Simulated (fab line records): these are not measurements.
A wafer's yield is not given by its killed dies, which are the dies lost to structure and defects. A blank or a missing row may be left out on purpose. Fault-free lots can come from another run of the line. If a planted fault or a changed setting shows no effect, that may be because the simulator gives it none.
fab line records -- flow nandHarc -- part 1 of 2: steps 1 to 4 of 6
record lots=19, wafers=57, lastDay=33
route steps=1302 shown A_STAIRCASE@719
lots with no fault: from the same line, run without faults
startH: start of the lot's first displayed wafer, in hours after the record's first day -- waitH: hours since the lot's step before -- " as in the row above -- L1.1+2: a single row standing in for several wafers -- - value missing, or start not given -- * or withheld: withheld -- < > ~ a bound
route shown NAME@n: a module of which the file shows steps, and the number in the route of the first -- usual: the fault-free wafers' mean and standard deviation -- same: alike in all rows -- chamber/n: place in a boat -- sites: each site's reading -- _std_site: standard deviation across them -- _edge_site: mean of outer sites minus mean of inner sites -- radiusMm: how far each site lies from the wafer's centre -- mask NAME#n: copy n -- behind: the most recent tool/chamber to have shaped the wafer -- hold: the reason the lot was held/the length of the hold in hours/how it ended -- device: the transistor (n, p or np) that didn't switch -- end of line: tests run on the same wafers once the route is complete -- a step with no rows: only its recipe -- killed: dies that structure and defects cost at the first sort, which is not the same as the wafer's yield -- map: a wafer's dies, marking killed ones x, the rest . and places with no die _
set.NAME: setting as actually run; set.NAME@STEP: the setting as run at that earlier step -- model.NAME: the simulator's own value behind a step, which no gauge read
one table for each step of the route and one row for each wafer, over a sample of lots
services: when a tool's chamber went out of use (startH, in hours from the record's first day, below 0 if earlier), for how many hours, and the reason
## steps
# step NHARC_A_STAIRCASE_STRIP_205
# recipe powerW=1500, tempC=250, chemistry=O2
# usual drypumpMotorCurrentA=5.2/0.45, heaterPowerW=323/17
lot.wafer,tool,chamber,startH,waitH,drypumpMotorCurrentA,heaterPowerW,rfHoursCounterH
L074.2,plasmaAsher-01,1,354.31,0.1,4.6,318,32
L074.3,plasmaAsher-01,1,354.31,0.1,4.6,324,-
L074.6,plasmaAsher-01,0,354.31,0.1,5.7,307,-
L075.4,plasmaAsher-01,1,372.88,0.2,4.6,323,-
L075.5,plasmaAsher-01,1,372.88,0.2,4.6,316,-
L075.6,plasmaAsher-01,0,372.88,0.2,5.7,318,-
L077.2,plasmaAsher-02,0,393.36,0.1,5.4,327,33
L077.4,plasmaAsher-02,1,393.36,0.1,5.4,363,-
L077.5,plasmaAsher-02,1,393.36,0.1,5.4,371,-
L080.1,plasmaAsher-02,1,436.23,6.7,5.4,366,1
L080.2,plasmaAsher-02,0,436.23,6.7,5.4,317,1
L080.4,plasmaAsher-02,1,436.23,6.7,5.4,361,-
L082.1,plasmaAsher-01,0,448.18,0.1,5.7,313,13
L082.3,plasmaAsher-01,1,448.18,0.1,4.6,318,-
L082.5,plasmaAsher-01,0,448.18,0.1,5.7,318,-
L083.3,plasmaAsher-01,0,457.72,0.2,5.7,309,-
L083.5,plasmaAsher-01,1,457.72,0.2,4.7,320,-
L083.6,plasmaAsher-01,0,457.72,0.2,5.7,320,-
L084.2,plasmaAsher-02,1,472.40,0.1,5.4,361,5
L084.3,plasmaAsher-02,1,472.40,0.1,5.4,355,-
L084.6,plasmaAsher-02,1,472.40,0.1,5.4,355,-
L085.2,plasmaAsher-01,0,472.70,0.1,5.7,320,23
L085.4,plasmaAsher-01,0,472.70,0.1,5.7,323,-
L085.5,plasmaAsher-01,0,472.70,0.1,5.7,314,-
L086.3,plasmaAsher-01,1,482.22,0.2,4.6,314,-
L086.6,plasmaAsher-01,0,482.22,0.2,5.7,308,-
L086.5,plasmaAsher-01,1,482.22,0.2,4.7,305,-
L087.1,plasmaAsher-01,0,501.07,0.1,5.7,320,29
L087.5,plasmaAsher-01,0,501.07,0.1,5.7,317,-
L087.6,plasmaAsher-01,1,501.07,0.1,4.6,321,-
L088.2,plasmaAsher-01,0,507.66,0.1,5.7,318,29
L088.3,plasmaAsher-01,0,507.66,0.1,5.7,313,-
L088.6,plasmaAsher-01,0,507.66,0.1,5.7,310,-
L090.2,plasmaAsher-02,1,508.07,0.1,5.4,365,10
L090.1,plasmaAsher-02,0,508.07,0.1,5.4,323,10
L090.5,plasmaAsher-02,0,508.07,0.1,5.4,319,-
L089.1,plasmaAsher-01,1,514.07,0.8,4.6,320,32
L089.5,plasmaAsher-01,1,514.07,0.8,4.6,321,-
L089.6,plasmaAsher-01,0,514.07,0.8,5.7,308,-
L091.2,plasmaAsher-01,0,520.08,0.1,5.7,311,34
L091.4,plasmaAsher-01,0,520.08,0.1,5.7,311,-
L091.5,plasmaAsher-01,0,520.08,0.1,5.7,320,-
L092.1,plasmaAsher-01,1,541.73,0.1,4.6,322,0
L092.3,plasmaAsher-01,0,541.73,0.1,5.7,322,-
L092.5,plasmaAsher-01,1,541.73,0.1,4.6,315,-
L094.2,plasmaAsher-02,1,550.31,0.1,5.4,354,21
L094.1,plasmaAsher-02,0,550.31,0.1,5.4,322,21
L094.3,plasmaAsher-02,1,550.31,0.1,5.4,366,-
L095.1,plasmaAsher-01,0,572.20,0.1,5.7,306,7
L095.3,plasmaAsher-01,0,572.20,0.1,5.7,316,-
L095.4,plasmaAsher-01,1,572.20,0.1,4.6,314,-
L096.2,plasmaAsher-01,0,589.02,0.1,5.7,311,9
L096.4,plasmaAsher-01,1,589.02,0.1,4.6,313,-
L096.6,plasmaAsher-01,1,589.02,0.1,4.7,317,-
L097.1,plasmaAsher-02,1,589.23,0.1,5.4,359,28
L097.4,plasmaAsher-02,1,589.23,0.1,5.4,364,-
L097.3,plasmaAsher-02,0,589.23,0.1,5.3,325,-
# step NHARC_A_STAIRCASE_ETCH_271
# recipe cf4FlowSccm=100, chf3FlowSccm=30, arFlowSccm=0, rfW=500, biasW=200, chemistry=CF4/CHF3
# usual biasW=200.0/0.56, chf3FlowSccm=30.00/0.097, drypumpMotorCurrentA=5.8/0.45, oesProductAu=0.951/0.023, rfVppV=370.4/2.7, showerheadPlenumPTorr=1.57/0.078, throttleValvePct=16.804/0.0094
lot.wafer,tool,chamber,startH,waitH,biasW,chf3FlowSccm,drypumpMotorCurrentA,oesProductAu,rfHoursCounterH,rfVppV,showerheadPlenumPTorr,throttleValvePct
L074.3,rieDiel-11,3,365.20,0.1,199.9,30.04,5.4,0.925,41,367.3,1.49,16.811
L074.2,rieDiel-11,0,365.20,0.1,199.7,30.05,5.5,0.915,32,369.5,1.55,16.810
L074.6,rieDiel-11,2,365.20,0.1,200.8,30.07,6.4,0.922,-,369.0,1.46,16.800
L075.4,rieDiel-08,0,384.63,0.1,199.6,30.21,4.8,0.962,0,374.7,1.69,16.789
L075.6,rieDiel-08,3,384.63,0.1,200.0,30.02,5.8,0.984,-,367.1,1.49,16.804
L075.5,rieDiel-08,0,384.63,0.1,199.7,29.99,4.9,0.964,-,374.2,1.69,16.806
L077.2,rieDiel-12,1,404.48,0.1,199.6,29.93,5.4,0.957,43,375.4,1.69,16.802
L077.4,rieDiel-12,0,404.48,0.1,200.0,29.79,5.7,0.967,40,372.5,1.63,16.796
L077.5,rieDiel-12,1,404.48,0.1,199.4,29.99,5.4,0.954,-,374.7,1.69,16.799
L080.2,rieDiel-11,1,445.94,0.1,200.1,29.91,5.4,0.974,0,371.6,1.62,16.793
L080.1,rieDiel-11,2,445.94,0.1,200.1,30.03,6.4,0.981,0,373.6,1.70,16.813
L080.4,rieDiel-11,3,445.94,0.1,200.1,29.95,5.4,0.991,0,367.5,1.49,16.801
L082.3,rieDiel-08,1,460.76,0.1,199.8,29.94,5.7,0.929,27,366.7,1.47,16.799
L082.1,rieDiel-08,0,460.76,0.1,200.2,29.99,4.8,0.920,28,373.9,1.68,16.811
L082.5,rieDiel-08,1,460.76,0.1,200.5,29.97,5.7,0.923,-,366.5,1.47,16.802
L083.3,rieDiel-11,1,472.01,3.0,199.1,30.02,5.4,0.933,12,372.7,1.61,16.805
L083.5,rieDiel-11,1,472.01,3.0,199.1,30.04,5.4,0.931,-,373.4,1.61,16.809
L083.6,rieDiel-11,2,472.01,3.0,199.1,30.01,6.4,0.922,-,373.9,1.70,16.805
L084.3,rieDiel-11,0,481.83,0.2,199.1,30.00,5.5,0.941,13,369.8,1.54,16.820
L084.2,rieDiel-11,1,481.83,0.2,199.0,30.03,5.4,0.953,15,371.8,1.61,16.788
L084.6,rieDiel-11,3,481.83,0.2,200.4,30.09,5.4,0.941,-,367.5,1.48,16.814
L085.2,rieDiel-08,2,483.58,0.1,199.6,29.96,6.3,0.924,32,370.0,1.57,16.799
L085.4,rieDiel-08,3,483.58,0.1,199.8,30.02,5.9,0.924,32,366.8,1.48,16.812
L085.5,rieDiel-08,0,483.58,0.1,200.2,30.08,4.8,0.930,-,373.7,1.68,16.810
L086.3,rieDiel-11,0,495.18,0.1,199.9,30.12,5.5,0.935,15,372.0,1.54,16.798
L086.6,rieDiel-11,1,495.18,0.1,200.5,30.11,5.4,0.945,-,371.7,1.61,16.805
L086.5,rieDiel-11,2,495.18,0.1,200.0,30.11,6.4,0.949,-,374.7,1.70,16.817
L087.1,rieDiel-08,0,513.14,0.1,199.4,29.93,4.9,0.973,45,373.0,1.67,16.792
L087.5,rieDiel-08,2,513.14,0.1,200.5,30.01,6.3,0.963,-,369.1,1.56,16.813
L087.6,rieDiel-08,0,513.14,0.1,200.9,29.95,4.9,0.970,-,371.7,1.67,16.810
L088.2,rieDiel-11,0,518.24,0.1,200.4,29.92,5.5,0.918,22,368.7,1.54,16.810
L088.3,rieDiel-11,1,518.24,0.1,199.0,30.06,5.4,0.936,25,370.5,1.61,16.812
L088.6,rieDiel-11,2,518.24,0.1,199.0,29.95,6.4,0.921,-,373.7,1.69,16.819
L090.1,rieDiel-12,1,520.08,0.1,201.1,29.97,5.4,0.979,15,373.8,1.68,16.799
L090.2,rieDiel-12,3,520.08,0.1,200.1,29.74,6.2,0.969,21,369.0,1.53,16.792
L090.5,rieDiel-12,0,520.08,0.1,200.0,29.76,5.7,0.960,-,372.8,1.62,16.816
L089.1,rieDiel-12,1,524.06,0.1,200.9,30.02,5.4,0.962,16,375.0,1.68,16.798
L089.5,rieDiel-12,3,524.06,0.1,200.6,30.02,6.3,0.975,-,369.9,1.53,16.818
L089.6,rieDiel-12,0,524.06,0.1,199.6,30.02,5.7,0.969,-,371.2,1.62,16.812
L091.2,rieDiel-11,1,533.16,0.1,200.0,29.93,5.4,0.963,30,370.0,1.61,16.798
L091.4,rieDiel-11,2,533.16,0.1,200.1,30.15,6.4,0.971,31,375.5,1.69,16.812
L091.5,rieDiel-11,0,533.16,0.1,200.3,30.10,5.5,0.969,-,370.0,1.54,16.808
L092.1,rieDiel-11,3,550.83,0.1,200.2,29.98,5.4,0.956,40,368.6,1.48,16.818
L092.3,rieDiel-11,0,550.83,0.1,199.8,30.25,5.5,0.957,36,369.0,1.54,16.801
L092.5,rieDiel-11,0,550.83,0.1,200.1,30.07,5.5,0.958,-,370.2,1.54,16.798
L094.2,rieDiel-12,0,567.21,0.1,200.2,29.93,5.7,0.931,38,371.6,1.62,16.800
L094.1,rieDiel-12,1,567.21,0.1,200.3,30.23,5.4,0.917,32,373.1,1.68,16.804
L094.3,rieDiel-12,3,567.21,0.1,200.9,29.90,6.2,0.911,34,368.7,1.53,16.798
L095.3,rieDiel-12,2,581.98,0.1,199.7,30.06,6.3,0.926,39,368.2,1.48,16.801
L095.1,rieDiel-12,3,581.98,0.1,200.4,29.91,6.3,0.921,39,370.4,1.53,16.799
L095.4,rieDiel-12,1,581.98,0.1,201.2,29.93,5.4,0.919,36,375.1,1.68,16.807
L096.2,rieDiel-12,2,599.79,0.1,199.7,30.07,6.3,0.966,48,369.6,1.48,16.809
L096.4,rieDiel-12,0,599.79,0.1,200.1,30.10,5.7,0.984,48,372.5,1.62,16.814
L096.6,rieDiel-12,2,599.79,0.1,199.7,30.00,6.3,0.962,-,369.0,1.48,16.793
L097.3,rieDiel-11,1,600.64,0.1,200.6,29.98,5.4,0.976,56,371.5,1.60,16.809
L097.1,rieDiel-11,2,600.64,0.1,198.9,29.92,6.4,0.959,60,373.8,1.68,16.800
L097.4,rieDiel-11,0,600.64,0.1,199.8,29.99,5.5,0.971,52,370.2,1.53,16.807
# step NHARC_A_STAIRCASE_ETCH_313
# recipe cf4FlowSccm=100, chf3FlowSccm=30, arFlowSccm=0, rfW=500, biasW=200, chemistry=CF4/CHF3
# usual biasW=200.0/0.64, chf3FlowSccm=30.00/0.085, drypumpMotorCurrentA=5.7/0.47, oesProductAu=0.929/0.013, rfVppV=370.7/2.7, showerheadPlenumPTorr=1.58/0.084, throttleValvePct=16.803/0.0083
lot.wafer,tool,chamber,startH,waitH,biasW,chf3FlowSccm,drypumpMotorCurrentA,oesProductAu,rfHoursCounterH,rfVppV,showerheadPlenumPTorr,throttleValvePct
L074.2,rieDiel-11,3,377.35,0.1,200.1,29.90,5.4,0.924,44,368.6,1.49,16.805
L074.3,rieDiel-11,1,377.35,0.1,199.2,30.00,5.4,0.930,42,371.6,1.62,16.819
L074.6,rieDiel-11,3,377.35,0.1,199.5,30.04,5.4,0.922,-,369.9,1.49,16.803
L075.4,rieDiel-12,1,400.71,0.1,199.3,29.94,5.4,0.923,42,374.3,1.69,16.817
L075.6,rieDiel-12,0,400.71,0.1,200.1,30.07,5.7,0.920,-,372.0,1.63,16.793
L075.5,rieDiel-12,1,400.71,0.1,200.1,29.91,5.4,0.929,-,374.1,1.69,16.809
L077.4,rieDiel-11,2,421.72,0.1,200.7,30.12,6.4,0.926,55,368.2,1.46,16.797
L077.2,rieDiel-11,3,421.72,0.1,199.3,29.95,5.3,0.937,60,369.3,1.49,16.801
L077.5,rieDiel-11,0,421.72,0.1,199.4,29.95,5.5,0.924,-,369.0,1.55,16.809
L080.2,rieDiel-08,1,461.24,0.1,200.7,29.98,5.7,0.936,27,366.5,1.47,16.805
L080.4,rieDiel-08,2,461.24,0.1,200.7,30.11,6.3,0.927,25,371.6,1.57,16.804
L080.1,rieDiel-08,3,461.24,0.1,200.2,30.10,5.9,0.932,26,368.7,1.49,16.804
L082.1,rieDiel-12,2,475.74,0.1,199.8,29.94,6.3,0.966,6,368.3,1.49,16.799
L082.3,rieDiel-12,0,475.74,0.1,201.2,30.12,5.7,0.978,10,373.0,1.63,16.809
L082.5,rieDiel-12,2,475.74,0.1,199.7,30.10,6.3,0.954,-,367.4,1.49,16.805
L083.3,rieDiel-08,2,484.02,0.1,201.1,29.98,6.3,0.928,33,369.7,1.57,16.802
L083.5,rieDiel-08,1,484.02,0.1,199.8,30.08,5.7,0.923,-,367.2,1.46,16.798
L083.6,rieDiel-08,2,484.02,0.1,200.4,29.92,6.3,0.920,-,370.5,1.57,16.797
L084.3,rieDiel-08,2,496.91,0.1,201.2,30.07,6.3,0.912,36,371.7,1.57,16.798
L084.2,rieDiel-08,1,496.91,0.1,199.3,30.00,5.7,0.914,38,368.5,1.46,16.787
L084.6,rieDiel-08,3,496.91,0.1,199.8,30.05,5.9,0.923,-,368.1,1.48,16.809
L085.2,rieDiel-11,1,498.88,0.1,198.9,30.02,5.4,0.940,18,371.6,1.61,16.811
L085.4,rieDiel-11,2,498.88,0.1,200.7,30.04,6.4,0.940,17,376.2,1.70,16.790
L085.5,rieDiel-11,1,498.88,0.1,199.1,30.18,5.4,0.943,-,372.2,1.61,16.796
L086.3,rieDiel-11,1,511.12,0.1,198.6,29.94,5.4,0.936,24,371.6,1.61,16.806
L086.5,rieDiel-11,0,511.12,0.1,199.7,29.98,5.5,0.926,-,369.8,1.54,16.801
L086.6,rieDiel-11,1,511.12,0.1,199.1,30.03,5.4,0.946,-,371.1,1.61,16.792
L087.1,rieDiel-11,1,531.44,0.1,198.6,29.94,5.4,0.936,30,370.3,1.61,16.796
L087.5,rieDiel-11,2,531.44,0.1,200.5,30.00,6.4,0.928,-,373.1,1.69,16.800
L087.6,rieDiel-11,3,531.44,0.1,201.1,29.96,5.4,0.926,-,366.5,1.48,16.798
L088.2,rieDiel-08,0,535.89,0.2,201.2,29.99,4.8,0.937,56,373.8,1.67,16.801
L088.3,rieDiel-08,1,535.89,0.2,200.4,30.04,5.7,0.946,41,366.8,1.46,16.802
L088.6,rieDiel-08,1,535.89,0.2,200.6,29.89,5.7,0.952,-,367.8,1.46,16.815
L090.1,rieDiel-11,3,537.73,0.3,199.6,29.90,5.4,0.929,34,367.6,1.48,16.795
L090.2,rieDiel-11,0,537.73,0.3,200.3,30.04,5.5,0.916,31,369.8,1.54,16.805
L090.5,rieDiel-11,3,537.73,0.3,199.7,30.07,5.4,0.920,-,367.9,1.48,16.800
L089.1,rieDiel-12,1,539.46,0.1,200.3,30.04,5.4,0.909,24,374.1,1.68,16.810
L089.6,rieDiel-12,1,539.46,0.1,201.3,30.01,5.4,0.919,-,374.7,1.68,16.808
L089.5,rieDiel-12,2,539.46,0.1,200.0,30.00,6.3,0.924,-,368.0,1.49,16.800
L091.4,rieDiel-12,3,546.69,0.1,199.2,30.04,6.3,0.920,30,370.9,1.53,16.791
L091.2,rieDiel-12,0,546.69,0.1,200.0,30.13,5.7,0.927,34,371.8,1.62,16.809
L091.5,rieDiel-12,2,546.69,0.1,200.9,30.02,6.3,0.931,-,369.0,1.49,16.803
L092.3,rieDiel-08,1,568.44,0.1,200.6,29.98,5.7,0.950,1,375.4,1.70,16.791
L092.1,rieDiel-08,2,568.44,0.1,200.1,29.89,6.3,0.953,1,369.9,1.56,16.809
L092.5,rieDiel-08,1,568.44,0.1,200.2,30.10,5.7,0.948,-,374.3,1.70,16.798
L094.2,rieDiel-12,0,578.76,0.1,200.0,29.95,5.7,0.917,41,372.6,1.62,16.799
L094.1,rieDiel-12,1,578.76,0.1,199.4,29.78,5.4,0.913,35,373.6,1.68,16.811
L094.3,rieDiel-12,3,578.76,0.1,199.5,30.01,6.2,0.918,39,369.2,1.53,16.790
L095.3,rieDiel-08,1,596.94,0.1,199.3,29.97,5.7,0.923,12,373.0,1.70,16.793
L095.4,rieDiel-08,2,596.94,0.1,199.6,30.06,6.3,0.924,11,371.2,1.56,16.789
L095.1,rieDiel-08,3,596.94,0.1,200.7,29.95,5.9,0.926,11,368.7,1.48,16.819
L096.4,rieDiel-08,1,614.25,0.1,199.7,30.06,5.7,0.924,17,373.5,1.70,16.810
L096.2,rieDiel-08,2,614.25,0.1,199.6,30.10,6.3,0.916,15,371.9,1.56,16.820
L096.6,rieDiel-08,3,614.25,0.1,199.7,29.97,5.9,0.939,-,367.2,1.47,16.802
L097.1,rieDiel-08,3,615.89,0.1,200.5,29.92,5.9,0.920,16,367.6,1.47,16.817
L097.3,rieDiel-08,1,615.89,0.1,199.7,29.89,5.7,0.916,17,374.5,1.70,16.813
L097.4,rieDiel-08,2,615.89,0.1,200.3,30.06,6.3,0.923,16,369.3,1.56,16.786
# step NHARC_A_STAIRCASE_ETCH_453
# recipe targetDepthA=300, overetchA=30, timeS=16.5, ionEnergyEv=100, cf4FlowSccm=80, o2FlowSccm=20, arFlowSccm=0, rfW=300, biasW=100, chemistry=CF4/O2
# usual biasW=100.0/0.32, drypumpMotorCurrentA=5.8/0.48, o2FlowSccm=20.01/0.06, oes_f_703_au=1.000/0.0046, oesProductAu=0.998/0.0073, rfVppV=197.7/1.6, showerheadPlenumPTorr=1.33/0.071, throttleValvePct=13.397/0.0076
lot.wafer,tool,chamber,startH,waitH,biasW,drypumpMotorCurrentA,o2FlowSccm,oes_f_703_au,oesProductAu,rfHoursCounterH,rfVppV,showerheadPlenumPTorr,throttleValvePct
L074.2,rieDiel-11,1,-,-,99.7,5.4,19.90,1.007,0.993,42,198.7,1.37,13.414
L074.3,rieDiel-11,0,-,-,100.1,5.5,19.93,1.000,0.994,36,197.2,1.31,13.384
L074.6,rieDiel-11,2,-,-,99.9,6.4,19.90,1.003,0.981,-,194.9,1.24,13.399
L075.4,rieDiel-12,3,-,-,100.2,6.3,20.01,0.999,0.985,37,198.0,1.31,13.387
L075.6,rieDiel-12,3,-,-,99.4,6.2,19.99,0.995,0.991,-,199.1,1.31,13.380
L075.5,rieDiel-12,0,-,-,100.3,5.7,19.98,0.997,0.986,-,198.4,1.39,13.392
L077.2,rieDiel-11,3,-,-,100.1,5.4,19.99,1.004,0.984,60,197.4,1.26,13.403
L077.4,rieDiel-11,1,-,-,100.5,5.4,20.05,0.994,1.013,55,198.6,1.37,13.407
L077.5,rieDiel-11,3,-,-,100.0,5.4,19.93,0.998,0.991,-,196.3,1.26,13.401
L080.1,rieDiel-08,3,-,-,100.4,5.9,20.22,0.994,0.997,27,195.0,1.26,13.395
L080.4,rieDiel-08,0,-,-,100.0,4.8,20.03,0.993,0.999,29,198.7,1.43,13.398
L080.2,rieDiel-08,2,-,-,100.4,6.3,19.95,1.004,0.997,27,198.2,1.33,13.398
L082.3,rieDiel-12,3,-,-,99.6,6.3,20.05,0.994,0.990,8,196.9,1.30,13.402
L082.1,rieDiel-12,1,-,-,99.5,5.4,19.94,1.004,1.000,8,200.5,1.43,13.413
L082.5,rieDiel-12,0,-,-,99.9,5.7,20.01,1.007,1.009,-,197.0,1.38,13.407
L083.3,rieDiel-08,3,-,-,100.1,5.9,19.96,1.001,0.996,33,194.9,1.26,13.399
L083.6,rieDiel-08,1,-,-,99.5,5.7,19.99,1.005,0.998,-,194.5,1.24,13.402
L083.5,rieDiel-08,2,-,-,100.5,6.3,20.02,1.002,1.003,-,197.5,1.33,13.382
L084.2,rieDiel-08,0,-,-,99.9,4.9,20.04,1.000,1.006,37,199.6,1.43,13.401
L084.3,rieDiel-08,3,-,-,100.0,5.9,19.95,0.997,0.994,34,194.9,1.26,13.398
L084.6,rieDiel-08,1,-,-,99.8,5.7,20.06,0.996,0.998,-,195.7,1.24,13.385
L085.4,rieDiel-11,0,-,-,100.4,5.5,20.07,0.997,1.004,17,197.6,1.31,13.398
L085.2,rieDiel-11,1,-,-,100.1,5.4,20.03,0.994,1.016,18,199.5,1.37,13.400
L085.5,rieDiel-11,2,-,-,99.9,6.4,20.10,1.004,1.007,-,199.4,1.44,13.392
L086.3,rieDiel-11,1,-,-,100.1,5.4,19.98,1.000,1.010,24,198.1,1.37,13.388
L086.6,rieDiel-11,1,-,-,100.0,5.4,19.95,0.998,1.006,-,197.4,1.37,13.386
L086.5,rieDiel-11,2,-,-,100.3,6.4,20.03,0.997,0.996,-,199.6,1.44,13.396
L087.1,rieDiel-11,2,-,-,100.0,6.4,20.10,0.999,1.006,30,199.3,1.44,13.402
L087.5,rieDiel-11,0,-,-,100.0,5.5,20.00,0.995,0.996,-,197.4,1.31,13.391
L087.6,rieDiel-11,1,-,-,99.8,5.4,19.97,1.003,1.009,-,199.1,1.36,13.395
L088.3,rieDiel-08,0,-,-,100.6,4.8,20.01,1.006,1.009,56,200.9,1.42,13.407
L088.2,rieDiel-08,2,-,-,100.4,6.3,19.90,0.987,1.005,55,197.5,1.32,13.396
L088.6,rieDiel-08,1,-,-,100.1,5.7,20.06,0.996,1.019,-,195.0,1.24,13.390
L090.1,rieDiel-11,2,-,-,99.4,6.4,19.97,0.996,1.000,34,200.1,1.44,13.396
L090.2,rieDiel-11,0,-,-,100.6,5.5,20.04,1.004,0.998,32,197.3,1.30,13.396
L090.5,rieDiel-11,2,-,-,100.0,6.4,20.03,1.000,1.007,-,199.9,1.44,13.394
L089.1,rieDiel-12,0,-,-,99.5,5.7,20.03,1.005,0.999,32,199.1,1.38,13.376
L089.6,rieDiel-12,3,-,-,99.8,6.3,20.06,1.000,0.995,-,197.6,1.30,13.379
L089.5,rieDiel-12,0,-,-,99.9,5.7,20.02,0.998,0.999,-,199.8,1.38,13.401
L091.4,rieDiel-12,1,-,-,100.1,5.4,20.02,0.994,0.990,26,200.5,1.43,13.397
L091.2,rieDiel-12,3,-,-,100.8,6.2,20.03,1.000,0.997,30,198.1,1.30,13.383
L091.5,rieDiel-12,2,-,-,100.2,6.3,19.99,1.002,0.998,-,196.8,1.26,13.410
L092.1,rieDiel-08,3,-,-,99.8,5.9,19.94,0.997,0.997,3,196.6,1.25,13.404
L092.3,rieDiel-08,2,-,-,100.0,6.3,20.05,1.000,0.985,3,197.9,1.32,13.405
L092.5,rieDiel-08,3,-,-,99.8,5.9,20.06,1.006,1.005,-,197.4,1.25,13.397
L094.1,rieDiel-12,0,-,-,99.9,5.7,19.97,1.002,0.993,41,198.5,1.37,13.385
L094.3,rieDiel-12,2,-,-,100.0,6.3,19.95,0.993,0.996,38,194.2,1.26,13.395
L094.2,rieDiel-12,3,-,-,100.1,6.3,20.06,0.998,0.987,39,198.3,1.30,13.413
L095.4,rieDiel-08,3,-,-,99.8,5.9,20.03,1.001,0.993,11,196.8,1.25,13.387
L095.1,rieDiel-08,0,-,-,99.6,4.9,20.03,1.000,1.002,12,199.0,1.42,13.399
L095.3,rieDiel-08,1,-,-,100.0,5.7,19.99,1.004,0.993,12,200.4,1.44,13.394
L096.4,rieDiel-08,2,-,-,99.7,6.3,19.98,1.000,0.988,15,198.4,1.32,13.409
L096.2,rieDiel-08,1,-,-,100.2,5.7,19.98,0.993,0.989,17,200.3,1.44,13.405
L096.6,rieDiel-08,2,-,-,99.6,6.3,19.94,1.002,0.989,-,197.6,1.32,13.393
L097.3,rieDiel-08,3,-,-,99.3,5.8,19.90,0.996,1.000,16,196.9,1.25,13.390
L097.1,rieDiel-08,1,-,-,100.2,5.7,20.00,1.006,1.000,18,200.5,1.44,13.403
L097.4,rieDiel-08,2,-,-,99.9,6.3,19.97,1.002,1.002,16,196.7,1.32,13.399
